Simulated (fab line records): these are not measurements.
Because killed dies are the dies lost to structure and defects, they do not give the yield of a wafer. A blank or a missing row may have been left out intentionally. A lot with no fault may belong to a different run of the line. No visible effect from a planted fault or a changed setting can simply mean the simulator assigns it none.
Chamber matching / flow nand_harc / 4 sister chambers for NHARC_A_STAIRCASE_TRIM_220 on rie_diel-04
The step chemistry O2, time 211.2 s. 4 wafers are shown with their chamber, then 11 later ones without.

== EACH WAFER AND ITS CHAMBER ==
wafer=L086.4; chamber=2; showerhead_plenum_p_Torr (Torr)=3.36
wafer=L087.2; chamber=3; showerhead_plenum_p_Torr (Torr)=3.65
wafer=L087.4; chamber=0; showerhead_plenum_p_Torr (Torr)=3.55
wafer=L089.2; chamber=1; showerhead_plenum_p_Torr (Torr)=3.70

== WAFERS WITH NO CHAMBER GIVEN ==
wafer=L089.4; showerhead_plenum_p_Torr (Torr)=3.55
wafer=L089.5; showerhead_plenum_p_Torr (Torr)=3.55
wafer=L091.1; showerhead_plenum_p_Torr (Torr)=3.55
wafer=L091.4; showerhead_plenum_p_Torr (Torr)=3.69
wafer=L091.5; showerhead_plenum_p_Torr (Torr)=3.55
wafer=L094.1; showerhead_plenum_p_Torr (Torr)=3.35
wafer=L094.2; showerhead_plenum_p_Torr (Torr)=3.65
wafer=L094.5; showerhead_plenum_p_Torr (Torr)=3.35
wafer=L097.2; showerhead_plenum_p_Torr (Torr)=3.35
wafer=L097.4; showerhead_plenum_p_Torr (Torr)=3.68
wafer=L097.6; showerhead_plenum_p_Torr (Torr)=3.35

== WHICH CHAMBER EACH WENT THROUGH ==
wafer=L089.4; from the rows above=0; in truth=0
wafer=L089.5; from the rows above=0; in truth=0
wafer=L091.1; from the rows above=0; in truth=0
wafer=L091.4; from the rows above=1; in truth=1
wafer=L091.5; from the rows above=0; in truth=0
wafer=L094.1; from the rows above=2; in truth=2
wafer=L094.2; from the rows above=3; in truth=3
wafer=L094.5; from the rows above=2; in truth=2
wafer=L097.2; from the rows above=2; in truth=2
wafer=L097.4; from the rows above=can't be placed: 1 or 3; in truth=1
wafer=L097.6; from the rows above=2; in truth=2
10 of 11 placed correctly. These rows do not allow placing 1 (true chamber among the candidates in 1). Wrongly placed: 0.
How it was worked out, from the rows above alone: a wafer's distance from a chamber is the root of the sum, over the readings, of the square of ((its reading less the chamber's mean) divided by the reading's scatter). If the next closest chamber is less than 2 further off than the closest, the wafer can't be placed; otherwise it belongs to the closest. Each chamber's mean is taken over the wafers shown for it. The scatter: root of mean squared gap, hidden wafer to nearest shown wafer, with one shown wafer a chamber.
